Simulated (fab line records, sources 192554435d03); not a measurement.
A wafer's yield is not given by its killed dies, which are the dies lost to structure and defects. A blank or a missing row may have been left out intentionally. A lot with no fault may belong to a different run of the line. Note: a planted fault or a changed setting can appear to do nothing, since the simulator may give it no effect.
fab line records	flow n5Finfet
record lots=10	wafers=28	lastDay=17
route steps=1938 shown BEOL_M4@1111 BEOL_M11@1593 MIM_TOP_LITHO@1847 PASSIVATION@1905
lots untouched by any fault: they come from a run of this same line in which no faults occurred
startH: hours from the record's opening day to when the first of the lot's shown wafers began	waitH: hours elapsed since this lot's preceding step	" repeats the value in the row above	L1.1+2: several wafers, shown together as one row	- no value present, or no start provided	* or withheld: withheld	< > ~ a bound
route shown NAME@n: names a module that has steps shown in the file, with the first one's number in the route	usual: the fault-free wafers' mean and standard deviation	same: alike in all rows	chamber/n: place in a boat	sites: the reading at each site	_std_site: standard deviation across them	_edge_site: mean of outer sites minus mean of inner sites	radiusMm: how far each site lies from the wafer's centre	mask NAME#n: copy n	behind: the tool/chamber that last shaped the wafer	hold: reason for holding the lot/hours on hold/outcome of the hold	device: names the non-switching transistor (n, p or np)	end of line: the route-end tests of the same wafers	a step given without rows: its recipe and nothing more	killed: at the first sort, the dies lost to defects and structure; wafer yield is something else	map: shows each die of a wafer: x if killed, . if not, _ if none is there
set.NAME: the setting as run; set.NAME@STEP: as run at that earlier step	model.NAME: the simulator's own value behind a step, which no gauge read
steps of the route over a sample of lots; a table a step, a row a wafer
services: when a tool's chamber went out of use (startH, in hours from the record's first day, below 0 if earlier), for how many hours, and the reason
## steps
# step N5_BEOL_M4_RC_MEAS_101
# usual DIBL_N=36.5/2.2	DIBL_P=36.9/2.9	IOFF_N=0.17/0.044	IOFF_P=0.22/0.052	ION_N=671/16	ION_P=461/10	SS_N=71.6/0.73	SS_P=73.5/0.79	VT_N=250/4.1	VT_P=-250/4.1
lot.wafer	tool	chamber	startH	waitH	DIBL_N[mV/V]	DIBL_P[mV/V]	IOFF_N[nA/um]	IOFF_P[nA/um]	ION_N[uA/um]	ION_P[uA/um]	SS_N[mV/dec]	SS_P[mV/dec]	VT_N[mV]	VT_P[mV]
L826.4	prober-01	0	203.46	0.5	34.2	34.5	0.11	0.18	655	451	71.1	72.1	258	-254
L826.5	"	0	"	"	37.0	38.1	0.16	0.22	655	448	72.2	73.3	250	-252
L826.6	"	0	"	"	35.7	37.1	0.13	0.21	668	463	71.2	72.9	252	-251
L829.1	prober-02	0	207.74	0.0	36.2	37.7	0.19	0.27	680	476	71.6	73.3	245	-245
L829.3	"	0	"	"	35.3	36.1	0.17	0.24	671	462	70.7	73.0	249	-247
L829.4	"	0	"	"	36.0	37.1	0.16	0.24	668	467	71.7	74.0	251	-249
L832.2	prober-01	0	242.80	0.2	35.8	35.2	0.14	0.19	670	454	71.9	73.4	253	-253
L832.3	"	0	"	"	37.1	38.6	0.16	0.24	652	453	72.5	73.8	248	-250
L832.6	"	0	"	"	34.8	32.0	0.13	0.14	638	436	72.4	72.6	258	-258
L836.1	prober-02	0	258.56	0.0	33.5	34.2	0.13	0.19	665	461	71.0	72.3	251	-248
L836.3	"	0	"	"	37.1	38.5	0.20	0.26	674	464	72.0	73.7	246	-246
L835.1	prober-01	0	260.88	0.0	33.4	32.6	0.11	0.14	661	448	70.1	73.1	256	-258
L835.4	"	0	"	"	38.8	38.4	0.19	0.21	669	446	72.4	73.8	251	-252
L835.6	"	0	"	"	36.5	35.0	0.14	0.17	657	454	71.5	72.4	254	-255
L837.1	prober-02	0	265.89	0.2	35.8	35.7	0.16	0.19	689	471	71.6	73.1	247	-249
L837.2	"	0	"	"	38.2	39.1	0.18	0.24	670	456	71.8	73.7	248	-249
L837.4	"	0	"	"	36.5	37.2	0.17	0.22	680	466	71.3	73.1	249	-251
L841.2	prober-02	0	290.77	0.2	34.6	35.2	0.13	0.19	662	461	71.6	72.9	252	-250
L841.3	"	0	"	"	38.4	41.1	0.23	0.30	700	477	71.5	74.3	240	-246
L841.4	"	0	"	"	37.3	39.9	0.18	0.30	656	459	71.9	74.1	248	-244
L839.2	prober-01	0	291.34	0.4	38.2	39.8	0.20	0.26	690	471	72.4	74.4	245	-245
L839.3	"	0	"	"	38.2	39.8	0.20	0.25	684	468	72.4	73.7	249	-249
L839.6	"	0	"	"	37.2	38.8	0.19	0.24	687	463	72.5	73.9	245	-248
L842.2	prober-01	0	297.22	0.2	32.5	32.7	0.11	0.14	658	455	69.8	71.9	252	-255
L842.4	"	0	"	"	40.5	41.8	0.22	0.26	677	461	72.3	75.3	247	-249
L842.6	"	0	"	"	35.3	35.7	0.14	0.18	657	453	70.3	73.5	251	-253
L843.5	prober-02	0	297.47	0.6	34.6	34.3	0.13	0.16	652	445	71.5	72.7	253	-253
L843.6	"	0	"	"	36.5	37.3	0.18	0.20	669	453	71.7	73.7	245	-250
# step N5_BEOL_M11_SPUTTER_48
# recipe material=Cu	targetThkA=120	tempC=-20	biasV=60	powerW=26000	chamberPressurePa=0.13	timeS=2
# usual throttleValvePct=30.2/0.7
lot.wafer	tool	chamber	startH	waitH	throttleValvePct
L826.4	pvdSputter-03	-	267.13	0.1	29.2
L826.5	"	-	"	"	29.6
L826.6	"	-	"	"	29.7
L829.1	pvdSputter-01	-	272.43	0.1	30.9
L829.3	"	-	"	"	29.4
L829.4	"	-	"	"	29.9
L832.2	pvdSputter-01	-	307.85	0.6	30.0
L832.3	"	-	"	"	31.0
L832.6	"	-	"	"	31.1
L836.1	pvdSputter-01	-	319.54	0.3	29.2
L836.3	"	-	"	"	31.3
L837.1	pvdSputter-02	-	334.24	0.1	30.6
L837.2	"	-	"	"	29.8
L837.4	"	-	"	"	29.8
L835.1	pvdSputter-02	-	336.01	0.1	31.7
L835.4	"	-	"	"	30.6
L835.6	"	-	"	"	30.7
L841.2	pvdSputter-01	-	357.16	1.2	31.1
L841.3	"	-	"	"	29.4
L841.4	"	-	"	"	30.1
L839.2	pvdSputter-01	-	360.64	0.1	31.0
L839.3	"	-	"	"	29.4
L839.6	"	-	"	"	29.3
L843.5	pvdSputter-03	-	368.27	0.2	29.0
L843.6	"	-	"	"	29.6
L842.2	pvdSputter-02	-	376.86	0.1	29.9
L842.4	"	-	"	"	30.5
L842.6	"	-	"	"	29.7
# step N5_MIM_TOP_LITHO_CD_MEAS_08
# recipe targetCdNm=2000	landingEnergyEv=500	detector=seInlens
# usual cdNm=2000.2/2.2
lot.wafer	tool	chamber	startH	waitH	cdNm
L826.4	cdSem-01	0	294.38	-	1999.0
L826.5	"	0	"	"	2000.4
L826.6	"	0	"	"	1997.6
L829.1	cdSem-02	0	302.98	-	2003.9
L829.3	"	0	"	"	2001.6
L829.4	"	0	"	"	2004.4
L832.2	cdSem-02	0	339.74	-	1999.4
L832.3	"	0	"	"	1999.2
L832.6	"	0	"	"	1997.7
L836.1	cdSem-01	0	352.69	-	2001.4
L836.3	"	0	"	"	2002.6
L835.1	cdSem-03	0	368.50	-	2000.9
L835.4	"	0	"	"	2003.0
L835.6	"	0	"	"	2000.0
L837.1	cdSem-02	0	376.89	-	2000.9
L837.2	"	0	"	"	1999.5
L837.4	"	0	"	"	1998.6
L841.2	cdSem-01	0	390.33	-	1999.3
L841.3	"	0	"	"	2000.1
L841.4	"	0	"	"	1996.8
L839.2	cdSem-02	0	400.05	-	1995.4
L839.3	"	0	"	"	1998.3
L839.6	"	0	"	"	1999.1
L843.5	cdSem-03	0	400.84	-	2000.5
L843.6	"	0	"	"	2003.4
L842.2	cdSem-02	0	406.10	-	1998.9
L842.4	"	0	"	"	2000.9
L842.6	"	0	"	"	1998.4
# step N5_PASSIVATION_CD_MEAS_30
# recipe targetCdNm=4000	landingEnergyEv=500	detector=seInlens	polarity=opening
# usual cdNm=4001/3.3
lot.wafer	tool	chamber	startH	waitH	cdNm
L826.4	cdSem-02	0	302.32	-	3998
L826.5	"	0	"	"	4000
L826.6	"	0	"	"	3998
L829.1	cdSem-01	0	306.94	-	4003
L829.3	"	0	"	"	4006
L829.4	"	0	"	"	4004
L832.2	cdSem-01	0	343.71	-	4006
L832.3	"	0	"	"	4006
L832.6	"	0	"	"	4006
L836.1	cdSem-01	0	360.53	-	3999
L836.3	"	0	"	"	4001
L835.1	cdSem-03	0	375.35	-	3995
L835.4	"	0	"	"	3999
L835.6	"	0	"	"	3994
L837.1	cdSem-01	0	384.53	-	3998
L837.2	"	0	"	"	4002
L837.4	"	0	"	"	4005
L841.2	cdSem-03	0	396.85	-	4001
L841.3	"	0	"	"	3999
L841.4	"	0	"	"	3997
L839.2	cdSem-02	0	405.81	-	3995
L839.3	"	0	"	"	3995
L839.6	"	0	"	"	4001
L843.5	cdSem-02	0	406.68	-	3995
L843.6	"	0	"	"	3999
L842.2	cdSem-02	0	411.95	-	4002
L842.4	"	0	"	"	4000
L842.6	"	0	"	"	4000
# step N5_PASSIVATION_DESCUM_46
# recipe chemistry=O2	timeS=7.9	sourcePowerW=50	biasPowerW=20	pressureMtorr=20	rfFrequencyHz=2.712e+07	tempC=40	o2FlowSccm=225
# usual drypumpMotorCurrentA=5.6/0.52	oesProductAu=0.80/0.089	rfVppV=243.2/1.2	showerheadPlenumPTorr=2.09/0.06	throttleValvePct=20.5/0.31
lot.wafer	tool	chamber	startH	waitH	drypumpMotorCurrentA	oesProductAu	rfHoursCounterH	rfVppV	showerheadPlenumPTorr	throttleValvePct
L826.4	rieDiel-02	2	304.28	0.0	5.1	0.66	-	244.6	2.15	20.7
L826.5	"	0	"	"	6.1	0.94	-	243.8	2.16	20.8
L826.6	"	1	"	"	5.8	0.72	-	244.1	2.10	20.9
L829.1	rieDiel-05	0	308.89	0.0	6.3	0.76	171	241.4	1.97	20.1
L829.3	"	2	"	"	5.9	0.79	99	243.0	2.03	20.3
L829.4	"	2	"	"	5.9	0.79	-	243.3	2.03	20.3
L832.2	rieDiel-02	3	345.68	0.0	5.3	0.85	51	242.4	2.14	20.8
L832.3	"	0	"	"	6.2	0.89	22	243.3	2.16	20.8
L832.6	"	3	"	"	5.3	0.85	-	243.6	2.14	20.8
L836.1	rieDiel-05	2	362.41	0.0	5.9	0.77	125	241.9	2.02	20.3
L836.3	"	0	"	"	6.3	0.74	197	241.4	1.96	20.2
L835.1	rieDiel-02	1	377.75	0.0	5.8	0.70	210	243.1	2.09	20.9
L835.4	"	3	"	"	5.3	0.83	65	243.9	2.14	20.8
L835.6	"	2	"	"	5.1	0.97	-	243.3	2.15	20.3
L837.1	rieDiel-05	0	386.86	0.1	6.3	0.73	208	242.4	1.95	20.2
L837.2	"	1	"	"	4.9	0.66	267	242.8	2.06	20.3
L837.4	"	0	"	"	6.3	0.73	-	241.6	1.95	20.2
L841.2	rieDiel-02	3	399.30	0.5	5.3	0.82	73	243.3	2.13	20.8
L841.3	"	2	"	"	5.1	0.95	16	244.6	2.15	20.3
L841.4	"	0	"	"	6.1	0.85	43	245.2	2.15	20.8
L839.2	rieDiel-06	2	408.97	0.4	5.4	0.83	84	243.4	2.12	20.6
L839.3	"	1	"	"	6.5	0.76	156	242.0	2.09	20.1
L839.6	"	2	"	"	5.4	0.83	-	243.9	2.12	20.6
L843.5	rieDiel-02	1	409.10	0.1	5.7	0.69	-	243.2	2.09	20.9
L843.6	"	2	"	"	5.1	0.93	-	244.3	2.14	20.3
L842.2	rieDiel-06	3	413.90	0.0	4.8	0.79	119	242.1	2.02	20.1
L842.4	"	1	"	"	6.5	0.77	159	243.7	2.09	20.1
L842.6	"	1	"	"	6.5	0.76	-	241.7	2.09	20.1
# step N5_PASSIVATION_PROBE_49
# usual defectLimitedYield=91.3/1.4	killed_at_M0_to_M3=36/10	killed_at_M4_up=13/5.4	killedAtContacts=12/5.3	killedAtFrontEnd=39/10	killedAtOther=3.2/2.7	killedDies=103/16	killedOnRim=13/4	killedOpen=68/13	killedShort=33/6.6	sort_bin_5_function=5.1/0.92	sort_bin_6_memory=3.3/0.68	sort_bin_8_speed=0.1/0.41	sortNPass=1077/17	sortYieldPct=91.2/1.4
# same grossDies=1180	killedAtBackSide=0	sort_bin_4_leakage[%]=0
lot.wafer	tool	chamber	startH	waitH	defectLimitedYield[%]	killed_at_M0_to_M3	killed_at_M4_up	killedAtContacts	killedAtFrontEnd	killedAtOther	killedDies	killedOnRim	killedOpen	killedShort	sort_bin_5_function[%]	sort_bin_6_memory[%]	sort_bin_8_speed[%]	sortNPass	sortYieldPct[%]
L832.2	prober-01	-	349.54	0.8	88.6	43	12	20	58	2	135	11	95	39	7.3	3.9	0	1045	88.6
L832.3	prober-01	-	349.59	0.9	90.8	31	11	5	56	6	109	13	64	42	5.4	3.6	0	1071	90.8
L832.6	prober-01	-	349.74	1.0	91.3	30	7	6	60	0	103	11	70	31	5.2	3.1	4.6	1023	86.7
L836.1	prober-01	-	365.61	0.2	91.2	23	18	19	33	11	104	12	72	31	5.8	3.0	0	1076	91.2
L836.3	prober-01	-	365.71	0.3	92.0	30	17	10	34	3	94	16	54	39	4.7	2.7	0	1086	92.0
L835.1	prober-02	-	380.80	0.0	90.8	50	18	5	33	3	109	11	61	46	5.1	3.8	0	1071	90.8
L835.4	prober-02	-	380.95	0.2	92.7	32	8	7	28	11	86	8	61	24	3.8	3.1	0	1094	92.7
L835.6	prober-02	-	381.05	0.3	92.6	26	16	2	32	11	87	14	54	31	4.2	2.9	0.1	1092	92.5
L837.1	prober-01	-	390.21	0.0	92.1	28	12	7	45	1	93	14	65	25	5.0	2.7	0	1087	92.1
L837.2	prober-01	-	390.26	0.1	91.8	36	5	24	25	7	97	15	60	36	4.7	3.3	0	1083	91.8
L837.4	prober-01	-	390.36	0.2	93.0	25	9	10	32	7	83	10	52	31	3.5	3.3	0	1097	93.0
L841.2	prober-01	-	402.41	0.1	84.5	19	128	8	27	1	183	29	50	16	10.8	4.6	0	997	84.5
L841.3	prober-01	-	402.46	0.1	82.7	31	101	22	46	4	204	32	72	33	11.9	5.2	0	976	82.7
L841.4	prober-01	-	402.51	0.2	92.5	23	12	22	29	2	88	14	64	24	4.5	2.7	0	1092	92.5
L839.2	prober-01	-	412.06	0.1	83.4	27	114	7	41	7	196	42	56	30	9.2	6.1	0	984	83.4
L839.3	prober-01	-	412.11	0.1	81.9	51	102	11	45	4	213	36	92	28	10.5	7.1	0	967	81.9
L839.6	prober-01	-	412.26	0.3	81.4	32	100	8	74	6	220	38	65	50	10.7	6.4	0	960	81.4
# killed by level:class
L832.2 FIN_SAQP:geometricParticle:open=17 MOL_CONTACT_COAG:geometricParticle:open=16 BEOL_M2:geometricParticle:open=13 STI_FIN_REVEAL:geometricParticle:open=9 BEOL_M3:geometricParticle:open=9 FIN_SAQP:geometricParticle:short=6 BEOL_M4:geometricParticle:open=6 DUMMY_GATE:geometricParticle:open=4
L832.3 FIN_SAQP:geometricParticle:open=10 GATE_CUT:geometricParticle:short=8 ILD0:geometricParticle:open=8 BEOL_M2:geometricParticle:open=7 FIN_SAQP:geometricParticle:short=6 BEOL_M1:geometricParticle:open=6 STI_FIN_REVEAL:geometricParticle:open=5 BEOL_M0_SAQP:geometricParticle:short=5
L832.6 FIN_SAQP:geometricParticle:open=25 FIN_SAQP:geometricParticle:short=10 MOL_CONTACT_COAG:geometricParticle:open=6 BEOL_M3:geometricParticle:open=6 BEOL_M0_SAQP:geometricParticle:short=5 BEOL_M1:geometricParticle:open=5 BEOL_M2:geometricParticle:open=5 BEOL_M0_SAQP:geometricParticle:open=4
L836.1 MOL_CONTACT_COAG:geometricParticle:open=15 BEOL_M4:geometricParticle:open=11 FIN_SAQP:geometricParticle:open=8 BEOL_M0_SAQP:geometricParticle:open=8 DUMMY_GATE:geometricParticle:open=7 BEOL_M0_SAQP:geometricParticle:short=6 MOL_CONTACT_COAG:geometricParticle:short=4 PASS1_DEP:geometricParticle:short=4
L836.3 BEOL_M0_SAQP:geometricParticle:short=11 BEOL_M2:geometricParticle:open=10 FIN_SAQP:geometricParticle:short=9 FIN_SAQP:geometricParticle:open=8 BEOL_M4:geometricParticle:open=8 MOL_CONTACT_COAG:geometricParticle:open=5 MOL_CONTACT_COAG:geometricParticle:short=5 BEOL_M3:geometricParticle:open=5
L835.1 BEOL_M0_SAQP:geometricParticle:short=18 BEOL_M0_SAQP:geometricParticle:open=12 BEOL_M1:geometricParticle:open=8 STI_FIN_REVEAL:geometricParticle:open=8 BEOL_M4:geometricParticle:open=7 BEOL_M3:geometricParticle:open=6 STARTING-WAFER:geometricParticle:short=5 FIN_SAQP:geometricParticle:open=4
L835.4 BEOL_M1:geometricParticle:open=11 STI_FIN_REVEAL:geometricParticle:open=10 BEOL_M2:geometricParticle:open=7 FIN_SAQP:geometricParticle:short=6 MOL_CONTACT_COAG:geometricParticle:open=6 BEOL_M0_SAQP:geometricParticle:short=5 BEOL_M3:geometricParticle:open=5 FIN_SAQP:geometricParticle:open=4
L835.6 BEOL_M0_SAQP:geometricParticle:open=13 STI_FIN_REVEAL:geometricParticle:open=9 FIN_SAQP:geometricParticle:open=6 BEOL_M0_SAQP:geometricParticle:short=6 FIN_SAQP:geometricParticle:short=5 BEOL_M4:geometricParticle:open=5 BEOL_M3:geometricParticle:open=3 BEOL_M7:geometricParticle:open=3
L837.1 DUMMY_GATE:geometricParticle:open=11 FIN_SAQP:geometricParticle:open=7 BEOL_M3:geometricParticle:open=7 MOL_CONTACT_COAG:geometricParticle:open=6 BEOL_M1:geometricParticle:open=6 STI_FIN_REVEAL:geometricParticle:open=5 BEOL_M0_SAQP:geometricParticle:short=4 BEOL_M0_SAQP:geometricParticle:open=4
L837.2 MOL_CONTACT_COAG:geometricParticle:open=18 BEOL_M0_SAQP:geometricParticle:short=8 BEOL_M0:geometricParticle:open=8 MOL_CONTACT_COAG:geometricParticle:short=6 BEOL_M0_SAQP:geometricParticle:open=6 MIM_TOP_ETCH:geometricParticle:short=6 BEOL_M1:geometricParticle:open=5 STI_FIN_REVEAL:geometricParticle:open=4
L837.4 MOL_CONTACT_COAG:geometricParticle:open=9 BEOL_M0_SAQP:geometricParticle:short=8 BEOL_M2:geometricParticle:open=6 STI_FIN_REVEAL:geometricParticle:open=5 DUMMY_GATE:geometricParticle:open=4 ILD0:geometricParticle:open=4 MIM_TOP_ETCH:geometricParticle:short=4 STARTING-WAFER:geometricParticle:short=4
L841.2 BEOL_M11:interfaceVoidOpened=116 STI_FIN_REVEAL:geometricParticle:open=11 BEOL_M4:geometricParticle:open=7 MOL_CONTACT_COAG:geometricParticle:open=5 BEOL_M0_SAQP:geometricParticle:short=4 BEOL_M0:geometricParticle:open=4 BEOL_M2:geometricParticle:open=4 MOL_CONTACT_COAG:geometricParticle:short=3
L841.3 BEOL_M11:interfaceVoidOpened=99 MOL_CONTACT_COAG:geometricParticle:open=17 STI_FIN_REVEAL:geometricParticle:open=10 BEOL_M1:geometricParticle:open=10 BEOL_M2:geometricParticle:open=9 FIN_SAQP:geometricParticle:open=8 FIN_SAQP:geometricParticle:short=8 GATE_CUT:geometricParticle:short=6
L841.4 MOL_CONTACT_COAG:geometricParticle:open=16 BEOL_M2:geometricParticle:open=8 MOL_CONTACT_COAG:geometricParticle:short=6 BEOL_M4:geometricParticle:open=6 FIN_SAQP:geometricParticle:open=5 STI_FIN_REVEAL:geometricParticle:open=5 DUMMY_GATE:geometricParticle:open=5 BEOL_M3:geometricParticle:open=4
L839.2 BEOL_M11:interfaceVoidOpened=100 HKMG_FIN:areaEtch=10 BEOL_M1:geometricParticle:open=7 FIN_SAQP:geometricParticle:open=6 FIN_SAQP:geometricParticle:short=5 MOL_CONTACT_COAG:geometricParticle:open=5 BEOL_M0:geometricParticle:open=5 BEOL_M4:geometricParticle:open=4
L839.3 BEOL_M11:interfaceVoidOpened=90 BEOL_M2:geometricParticle:open=19 BEOL_M3:geometricParticle:open=11 MOL_CONTACT_COAG:geometricParticle:open=8 STI_FIN_REVEAL:geometricParticle:open=7 DUMMY_GATE:geometricParticle:open=7 GATE_CUT:geometricParticle:open=7 FIN_SAQP:geometricParticle:short=5
L839.6 BEOL_M11:interfaceVoidOpened=91 STI_FIN_REVEAL:geometricParticle:open=15 HKMG_FIN:areaEtch=13 BEOL_M3:geometricParticle:short=9 FIN_SAQP:geometricParticle:short=8 FIN_SAQP:geometricParticle:open=7 DUMMY_GATE:geometricParticle:open=7 BEOL_M4:geometricParticle:open=5
## services
tool	chamber	startH	hours	kind
rieDiel-02	0	271.52	9.9	repair
rieDiel-02	0	281.47	-	clean
rieDiel-02	0	281.47	-	consumableReplace:focusRing
rieDiel-02	0	281.47	15.5	scheduledDown
rieDiel-02	0	281.47	15.5	ventCycle
rieDiel-02	3	287.60	16.7	repair
rieDiel-02	2	321.25	-	clean
rieDiel-02	2	321.25	-	consumableReplace:focusRing
rieDiel-02	2	321.25	26.4	scheduledDown
rieDiel-02	2	321.25	26.4	ventCycle
rieDiel-02	1	334.26	5.1	repair
pvdSputter-01	-	367.25	3.0	repair
rieDiel-05	2	374.65	24.2	repair
pvdSputter-03	-	385.93	7.3	repair
rieDiel-06	0	396.96	-	clean
rieDiel-06	0	396.96	-	consumableReplace:focusRing
rieDiel-06	0	396.96	16.0	scheduledDown
rieDiel-06	0	396.96	16.0	ventCycle
rieDiel-05	2	401.37	11.0	repair
rieDiel-02	3	401.91	5.7	repair
rieDiel-05	2	413.41	9.1	repair
## key
firstSign step=N5_PASSIVATION_PROBE_49	reading=killed_at_M4_up	direction=up	sigmas=18	usual=13	struck=109
effect step=N5_PASSIVATION_PROBE_49	reading=killedDies	direction=up	sigmas=6.2	usual=103	struck=203
moreKillsBornAt N5_BEOL_M11_SPUTTER_48@pvdSputter-01=496
metAt N5_BEOL_M11_SPUTTER_48
struckLots L839,L841
struckWafers L839.2,L839.3,L839.6,L841.2,L841.3
baselineLoss step=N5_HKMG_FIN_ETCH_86	wafers=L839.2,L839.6
notActingAt N5_MIM_TOP_LITHO_CD_MEAS_08,N5_PASSIVATION_CD_MEAS_30,N5_PASSIVATION_DESCUM_46
onsetBetween 319.54 357.16
fault kind=processParameterDrift	tool=pvdSputter-01	chamber=-	onsetH=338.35	steps=N5_BEOL_M11_SPUTTER_48	channel=timeS	offset=*	shape=step	endH=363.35	scope=struckWafersOnly	actsIn=*	stated=*
# baselineLoss: these wafers lose ten dies or more at that step, a loss of the line's own and not of a fault; the sort's usual values leave them out
